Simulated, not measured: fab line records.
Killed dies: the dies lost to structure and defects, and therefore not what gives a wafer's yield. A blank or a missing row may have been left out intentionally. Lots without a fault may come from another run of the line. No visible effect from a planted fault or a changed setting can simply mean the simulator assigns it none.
Which tool did it?	flow n5 finfet	12 lots, 36 wafers sampled, at 2 steps of a route of 1938

== WHAT EACH GAUGE READ, for each wafer ==
N5_BEOL_M8_CD_MEAS_11: target cd 38.5 nm.
lot	measured	on	cd nm (nm)
L076	day 11 03:28	cd sem-02	38.9 38.9 39.4
L077	day 11 13:36	cd sem-03	38.5 38.9 39.5
L079	day 12 06:30	cd sem-03	39.0 38.6 39.2
L080	day 12 09:34	cd sem-02	37.2 37.5 38.4
L085	day 13 00:16	cd sem-02	38.4 38.3 37.8
L084	day 13 14:46	cd sem-01	37.7 38.4 38.4
L089	day 13 22:11	cd sem-02	38.5 38.4 38.9
L088	day 14 13:24	cd sem-02	38.9 39.1 39.2
L091	day 15 08:16	cd sem-01	38.4 38.9 38.2
L093	day 15 18:55	cd sem-01	38.3 37.8 38.1
L095	day 15 23:26	cd sem-01	38.3 38.5 38.1
L097	day 16 17:59	cd sem-01	38.6 38.6 37.9

== WHAT TOOL EACH LOT RAN ON (gives the tool, then ch and the chambers of the sampled wafers, and finally the start) ==
lot	N5_BEOL_M7_DEP_56
L076	pecvd-02 ch 0,2, day 11 00:19
L077	pecvd-03 ch 0,1, day 11 09:28
L079	pecvd-03 ch 1,2, day 12 04:22
L080	pecvd-01 ch 0,2, day 12 07:22
L085	pecvd-01 ch 0,1, day 12 21:05
L084	pecvd-02 ch 1,2, day 13 10:56
L089	pecvd-02 ch 0,1,2, day 13 18:55
L088	pecvd-03 ch 0,1,2, day 14 11:27
L091	pecvd-01 ch 0,1, day 15 06:40
L093	pecvd-01 ch 0,2, day 15 14:59
L095	pecvd-03 ch 0,1, day 15 16:37
L097	pecvd-01 ch 1,2, day 16 13:14
- N5_BEOL_M7_DEP_56: deposits SiCN from 3MS/NH3, target thk 10 nm, time 17.5 s.

== THE ANSWER, worked out from the rows above alone ==
Rule: usual is defined by the lots themselves. The widest of any qualifying gaps counts: lots, ordered by their means at a reading, are off when they make up no more than a third of the lots, leave a main group of 4 or more, and stand apart from it by 3 or more times the standard deviation of that group's means. A main group whose means are all the same, to the digits that the tables above print for the reading, isn't used. A lot without any number at a reading at which 4 lots or more have one is off too. Where the step has rows for the other lots, those lots are counted as sound.
No lot is off at any reading shown: from this, nothing can be told.

== WHAT THE SIMULATOR PUT IN ==
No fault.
